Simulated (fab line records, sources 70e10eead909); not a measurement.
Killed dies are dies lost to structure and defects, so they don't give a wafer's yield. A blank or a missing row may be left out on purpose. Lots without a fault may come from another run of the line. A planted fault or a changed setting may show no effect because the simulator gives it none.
Which tool did it? | flow nand_harc | 11 lots, 33 wafers sampled, at 6 steps of a route of 1159

WHAT THE GAUGES READ, wafer by wafer
NHARC_A_BONDPAD_CD_MEAS_09: target cd 500 nm. Usual: cd_nm 499.7 nm, standard deviation 2.
lot  | measured     | on        | cd_nm (nm)        | flag
L208 | day 18 05:02 | cd_sem-02 | 498.2 497.3 499.8 |
L213 | day 18 14:28 | cd_sem-02 | 500.1 501.0 499.8 |
L215 | day 19 18:01 | cd_sem-02 | 501.6 501.9 502.5 |
L214 | day 19 18:46 | cd_sem-01 | 496.4 497.7 498.9 |
L216 | day 20 18:09 | cd_sem-01 | 500.0 503.1 500.8 |
L217 | day 21 04:32 | cd_sem-01 | 499.4 498.1 500.8 |
L221 | day 21 07:14 | cd_sem-01 | 497.0 499.5 496.9 |
L220 | day 22 00:57 | cd_sem-03 | 500.5 499.6 499.0 |
L222 | day 22 01:44 | cd_sem-02 | 516.6 516.3 512.0 | OFF
L227 | day 22 19:43 | cd_sem-01 | 512.4 511.5 513.7 | OFF
L229 | day 23 11:55 | cd_sem-01 | 513.3 510.5 513.6 | OFF

NHARC_END_SORT_01. Usual: defect_limited_yield 95.6 %, standard deviation 1.6; killed_at_array 26, standard deviation 11; killed_at_other 0.4, standard deviation 0.78; killed_at_periphery 3.4, standard deviation 2.4; killed_dies 29, standard deviation 11; killed_open 3.1, standard deviation 1.9; killed_short 1.9, standard deviation 1.4; sort_bin_2_pct 1.3 %, standard deviation 0.63; sort_bin_3_pct 0.20 %, standard deviation 0.18; sort_bin_4_pct 2.8 %, standard deviation 1.1; sort_n_pass 648, standard deviation 11; sort_rim_yield_pct 95 %, standard deviation 3.4; sort_yield_pct 95.6 %, standard deviation 1.6.
lot  | measured     | on        | defect_limited_yield (%) | killed_at_array | killed_at_other | killed_at_periphery | killed_dies | killed_open | killed_short | sort_bin_2_pct (%) | sort_bin_3_pct (%) | sort_bin_4_pct (%) | sort_n_pass | sort_rim_yield_pct (%) | sort_yield_pct (%) | flag
L222 | day 24 23:32 | prober-01 | 93.9 95.6 93.6           | 37 28 40        | 1 0 1           | 3 2 2               | 41 30 43    | 5 2 2       | 1 2 3        | 2.7 1.3 1.9        | 0.30 0.15 0.15     | 3.1 3.0 4.3        | 636 647 634 | 95 92 98               | 93.9 95.6 93.6     |
L227 | day 25 18:58 | prober-02 | 95.1                     | 28              | 0               | 5                   | 33          | 3           | 2            | 1.0                | 0.44               | 3.4                | 644         | 91                     | 95.1               |

WHICH TOOL RAN EACH LOT (tool, then ch and the chambers of the sampled wafers, then the start)
lot  | NHARC_A_M1_DESCUM_14               | NHARC_A_M1_ETCH_35                 | NHARC_A_M1_PRE_CLEAN_30                 | NHARC_A_BONDPAD_EXPOSE_06
L208 | rie_diel-11 ch 1,3, day 18 00:26   | rie_diel-11 ch 0,1,2, day 18 00:32 | pvd_sputter-02, day 18 04:53 or earlier | krf_scanner-04 ch 0, day 18 04:53
L213 | rie_diel-05 ch 0,1, day 18 10:01   | rie_diel-05 ch 1,3, day 18 10:07   | pvd_sputter-01, day 18 14:18 or earlier | krf_scanner-02 ch 0, day 18 14:18
L215 | rie_diel-07 ch 0,1,2, day 19 13:30 | rie_diel-07 ch 1,2,3, day 19 13:35 | pvd_sputter-03, day 19 17:51 or earlier | krf_scanner-02 ch 0, day 19 17:51
L214 | rie_diel-07 ch 0,1,3, day 19 14:20 | rie_diel-07 ch 0,1,3, day 19 14:24 | pvd_sputter-02, day 19 18:37 or earlier | krf_scanner-02 ch 0, day 19 18:37
L216 | rie_diel-05 ch 0,1,2, day 20 13:36 | rie_diel-05 ch 0,1,3, day 20 13:41 | pvd_sputter-03, day 20 18:00 or earlier | krf_scanner-03 ch 0, day 20 18:00
L217 | rie_diel-11 ch 0,3, day 20 23:59   | rie_diel-11 ch 0,2,3, day 21 00:04 | pvd_sputter-03, day 21 04:23 or earlier | krf_scanner-02 ch 0, day 21 04:23
L221 | rie_diel-07 ch 0,3, day 21 02:44   | rie_diel-07 ch 0,1,3, day 21 02:49 | pvd_sputter-03, day 21 07:05 or earlier | krf_scanner-04 ch 0, day 21 07:05
L220 | rie_diel-11 ch 0,1, day 21 18:44   | rie_diel-11 ch 1,2,3, day 21 18:50 | pvd_sputter-02, day 22 00:47 or earlier | krf_scanner-03 ch 0, day 22 00:47
L222 | rie_diel-11 ch 0,1,3, day 21 20:11 | rie_diel-11 ch 1,3, day 21 20:17   | pvd_sputter-02, day 22 01:35 or earlier | krf_scanner-04 ch 0, day 22 01:35
L227 | rie_diel-07 ch 1,2,3, day 22 14:26 | rie_diel-07 ch 0,1,3, day 22 14:32 | pvd_sputter-03, day 22 19:34 or earlier | krf_scanner-04 ch 0, day 22 19:34
L229 | rie_diel-05 ch 0,1,2, day 23 07:24 | rie_diel-05 ch 2,3, day 23 07:29   | pvd_sputter-02, day 23 11:46 or earlier | krf_scanner-04 ch 0, day 23 11:46
- NHARC_A_M1_DESCUM_14: chemistry O2, time 3 s.
- NHARC_A_M1_ETCH_35: etches the open film in N2/H2, target depth 40 nm, overetch 12 nm, time 43.94 s.
- NHARC_A_M1_PRE_CLEAN_30: time 30 s.
- NHARC_A_BONDPAD_EXPOSE_06: exposes mask A BPAD.

WHAT THE TOOLS THEMSELVES READ (means of the sampled wafers that have a number; where no wafer has one, the mark that the record gives instead)
NHARC_A_M1_DESCUM_14. Usual: drypump_motor_current_A 5.7 A, standard deviation 0.51; oes_product_au 1.001 a.u., standard deviation 0.0095; rf_vpp_V 57.9 V, standard deviation 0.93; showerhead_plenum_p_Torr 1.94 Torr, standard deviation 0.11; throttle_valve_pct 11.312 %, standard deviation 0.009.
lot  | tool        | drypump_motor_current_A (A) | oes_product_au (a.u.) | rf_vpp_V (V) | showerhead_plenum_p_Torr (Torr) | throttle_valve_pct (%) | flag
L208 | rie_diel-11 | 5.5                         | 0.998                 | 57.1         | 1.79                            | 11.307                 |
L213 | rie_diel-05 | 5.4                         | 1.000                 | 58.6         | 2.04                            | 11.317                 |
L215 | rie_diel-07 | 5.7                         | 0.993                 | 57.9         | 1.92                            | 11.316                 |
L214 | rie_diel-07 | 5.6                         | 1.000                 | 57.2         | 1.87                            | 11.305                 |
L216 | rie_diel-05 | 5.9                         | 1.003                 | 58.7         | 2.04                            | 11.315                 |
L217 | rie_diel-11 | 5.3                         | 1.011                 | 57.5         | 1.87                            | 11.315                 |
L221 | rie_diel-07 | 5.8                         | 0.997                 | 57.6         | 1.85                            | 11.310                 |
L220 | rie_diel-11 | 5.4                         | 1.006                 | 58.3         | 1.94                            | 11.300                 |
L222 | rie_diel-11 | 5.4                         | 1.010                 | 57.7         | 1.87                            | 11.313                 |
L227 | rie_diel-07 | 6.0                         | 0.999                 | 57.3         | 1.89                            | 11.315                 |
L229 | rie_diel-05 | 5.9                         | 0.999                 | 59.1         | 2.04                            | 11.312                 |

NHARC_A_M1_ETCH_35. Usual: bias_w 150.0 W, standard deviation 0.46; drypump_motor_current_A 5.7 A, standard deviation 0.5; oes_product_au 1.000 a.u., standard deviation 0.01; rf_vpp_V 431 V, standard deviation 3.3; showerhead_plenum_p_Torr 2.06 Torr, standard deviation 0.12; throttle_valve_pct 14.171 %, standard deviation 0.0096.
lot  | tool        | bias_w (W) | drypump_motor_current_A (A) | oes_product_au (a.u.) | rf_vpp_V (V) | showerhead_plenum_p_Torr (Torr) | throttle_valve_pct (%) | flag
L208 | rie_diel-11 | 150.2      | 5.7                         | 1.002                 | 432          | 2.07                            | 14.171                 |
L213 | rie_diel-05 | 149.9      | 5.1                         | 1.000                 | 435          | 2.19                            | 14.180                 |
L215 | rie_diel-07 | 149.8      | 6.0                         | 0.993                 | 430          | 2.02                            | 14.168                 |
L214 | rie_diel-07 | 150.1      | 5.6                         | 1.000                 | 429          | 2.00                            | 14.169                 |
L216 | rie_diel-05 | 149.8      | 5.5                         | 0.999                 | 435          | 2.17                            | 14.170                 |
L217 | rie_diel-11 | 150.0      | 5.6                         | 1.005                 | 431          | 2.08                            | 14.171                 |
L221 | rie_diel-07 | 150.2      | 5.6                         | 0.994                 | 429          | 2.00                            | 14.172                 |
L220 | rie_diel-11 | 149.7      | 5.7                         | 1.010                 | 429          | 1.98                            | 14.170                 |
L222 | rie_diel-11 | 150.1      | 5.4                         | 1.016                 | 427          | 1.90                            | 14.176                 |
L227 | rie_diel-07 | 149.9      | 5.6                         | 0.996                 | 430          | 2.00                            | 14.172                 |
L229 | rie_diel-05 | 150.1      | 5.9                         | 0.998                 | 435          | 2.20                            | 14.175                 |

NHARC_A_M1_PRE_CLEAN_30. Usual: heater_power_w 402 W, standard deviation 40.
lot  | tool           | heater_power_w (W) | flag
L208 | pvd_sputter-02 | 415                |
L213 | pvd_sputter-01 | 443                |
L215 | pvd_sputter-03 | 373                |
L214 | pvd_sputter-02 | 422                |
L216 | pvd_sputter-03 | 389                |
L217 | pvd_sputter-03 | 375                |
L221 | pvd_sputter-03 | 419                |
L220 | pvd_sputter-02 | 412                |
L222 | pvd_sputter-02 | 426                |
L227 | pvd_sputter-03 | 389                |
L229 | pvd_sputter-02 | 403                |

NHARC_A_BONDPAD_EXPOSE_06. Usual: exposure_dose_mJ_cm2 36.98, standard deviation 0.033.
lot  | tool           | exposure_dose_mJ_cm2 | flag
L208 | krf_scanner-04 | 36.96                |
L213 | krf_scanner-02 | 36.98                |
L215 | krf_scanner-02 | 37.02                |
L214 | krf_scanner-02 | 36.99                |
L216 | krf_scanner-03 | 37.03                |
L217 | krf_scanner-02 | 36.97                |
L221 | krf_scanner-04 | 37.01                |
L220 | krf_scanner-03 | 36.97                |
L222 | krf_scanner-04 | 58.11                | OFF
L227 | krf_scanner-04 | 54.38                | OFF
L229 | krf_scanner-04 | 54.41                | OFF

THE ANSWER, worked out from the rows above alone
Rule: a lot is off if the mean of its wafers that have a number lies more than 3 standard deviations from the usual mean. A lot without any number at a reading at which 4 lots or more have one is off too. The other lots that the step has rows for count as sound. The gauges are gone through in route order, then the tools' own readings, and for those a lot's mean is taken as printed above. The first step at which some lot is off is used, and at that step the reading that is off furthest; a lot without a number counts as furthest.
Off: L222, L227, L229, at NHARC_A_BONDPAD_CD_MEAS_09 (cd_nm).
A tool fits if, at a process step before that reading, it ran every lot that is off, and no sound lot after the first of them. The gauges at NHARC_A_BONDPAD_CD_MEAS_09 aren't tried: what is off there is off at NHARC_A_BONDPAD_EXPOSE_06 too, on other tools, and a gauge's error can't cause that. NHARC_A_M1_PRE_CLEAN_30 gives no start for some lots, so the hours and the order of its lots are those of NHARC_A_BONDPAD_EXPOSE_06. One fits: krf_scanner-04 at NHARC_A_BONDPAD_EXPOSE_06. Its last sound lot is L221 (day 21 07:05), its first lot that is off L222 (day 22 01:35): a fault that began between those two fits.
The tool's own readings at NHARC_A_BONDPAD_EXPOSE_06 bear it out: on the lots that are off they differ by more than 5 times the standard deviation of the sound lots' means. exposure_dose_mJ_cm2 reads 55.63 there against 36.99 on the sound lots.

WHAT THE SIMULATOR HAD PUT IN
Process parameter drift: krf_scanner-04, from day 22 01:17 on, at NHARC_A_BONDPAD_EXPOSE_06. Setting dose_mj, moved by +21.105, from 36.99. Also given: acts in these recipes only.
Lots struck among those shown: L222, L227, L229. The rule above found the same.
